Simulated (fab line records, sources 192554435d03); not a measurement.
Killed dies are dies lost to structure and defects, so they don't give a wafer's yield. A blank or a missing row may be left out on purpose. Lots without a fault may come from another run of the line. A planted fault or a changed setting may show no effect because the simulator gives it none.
Chamber matching | flow n5_finfet | N5_FIN_CUT_ETCH_20 on rie_diel-04: 4 sister chambers
The step etches SiARC in CF4, target depth 26 nm, time 43.3 s. 16 wafers are shown with their chamber, then 8 later ones without.

WAFERS WITH THEIR CHAMBER
wafer  | chamber | showerhead_plenum_p_Torr (Torr) | drypump_motor_current_A (A) | throttle_valve_pct (%)
L075.1 | 2       | 2.15                            | 5.4                         | 15.56
L075.3 | 1       | 2.24                            | 6.1                         | 15.59
L075.5 | 2       | 2.15                            | 5.4                         | 15.55
L076.1 | 0       | 2.06                            | 6.3                         | 15.94
L076.4 | 2       | 2.15                            | 5.4                         | 15.54
L076.5 | 2       | 2.15                            | 5.4                         | 15.55
L077.1 | 1       | 2.24                            | 6.0                         | 15.59
L077.3 | 0       | 2.06                            | 6.3                         | 15.93
L077.5 | 0       | 2.06                            | 6.3                         | 15.92
L082.2 | 3       | 2.23                            | 5.9                         | 15.56
L082.3 | 2       | 2.15                            | 5.4                         | 15.58
L082.5 | 2       | 2.15                            | 5.4                         | 15.57
L088.2 | 2       | 2.15                            | 5.4                         | 15.59
L088.3 | 3       | 2.23                            | 5.9                         | 15.60
L088.5 | 1       | 2.23                            | 6.1                         | 15.63
L091.1 | 2       | 2.14                            | 5.4                         | 15.60

SIGNATURES (means of the wafers above)
reading                  | chamber 0 | chamber 1 | chamber 2 | chamber 3 | scatter within a chamber
showerhead_plenum_p_Torr | 2.0600    | 2.2367    | 2.1487    | 2.2300    | 0.00358
drypump_motor_current_A  | 6.300     | 6.067     | 5.400     | 5.900     | 0.0236
throttle_valve_pct       | 15.9300   | 15.6033   | 15.5675   | 15.5800   | 0.0208
Rule: a wafer's distance from a chamber is the root of the sum, over the readings, of the square of ((its reading less the chamber's mean) divided by the reading's scatter). The wafer belongs to the nearest chamber; if the next one is less than 2 further off, it can't be placed. The scatter: the root of (the sum of the squares of (reading less its chamber's mean) over the shown wafers, divided by (wafers less chambers)).

WAFERS WITHOUT THEIR CHAMBER
wafer  | showerhead_plenum_p_Torr (Torr) | drypump_motor_current_A (A) | throttle_valve_pct (%)
L091.3 | 2.23                            | 6.0                         | 15.64
L091.6 | 2.22                            | 5.9                         | 15.60
L094.2 | 2.14                            | 5.4                         | 15.62
L094.5 | 2.14                            | 5.4                         | 15.63
L094.6 | 2.22                            | 5.9                         | 15.60
L096.4 | 2.22                            | 6.0                         | 15.61
L096.5 | 2.05                            | 6.4                         | 16.01
L096.6 | 2.22                            | 6.0                         | 15.65

WHICH CHAMBER EACH WENT THROUGH
wafer  | from the rows above     | in truth
L091.3 | can't be placed: 1 or 3 | 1
L091.6 | 3                       | 3
L094.2 | 2                       | 2
L094.5 | 2                       | 2
L094.6 | 3                       | 3
L096.4 | can't be placed: 3 or 1 | 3
L096.5 | 0                       | 0
L096.6 | can't be placed: 1 or 3 | 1
Placed correctly: 5 of 8. Can't be placed from these rows: 3 (the true chamber is among the candidates in 3). Placed wrongly: 0.
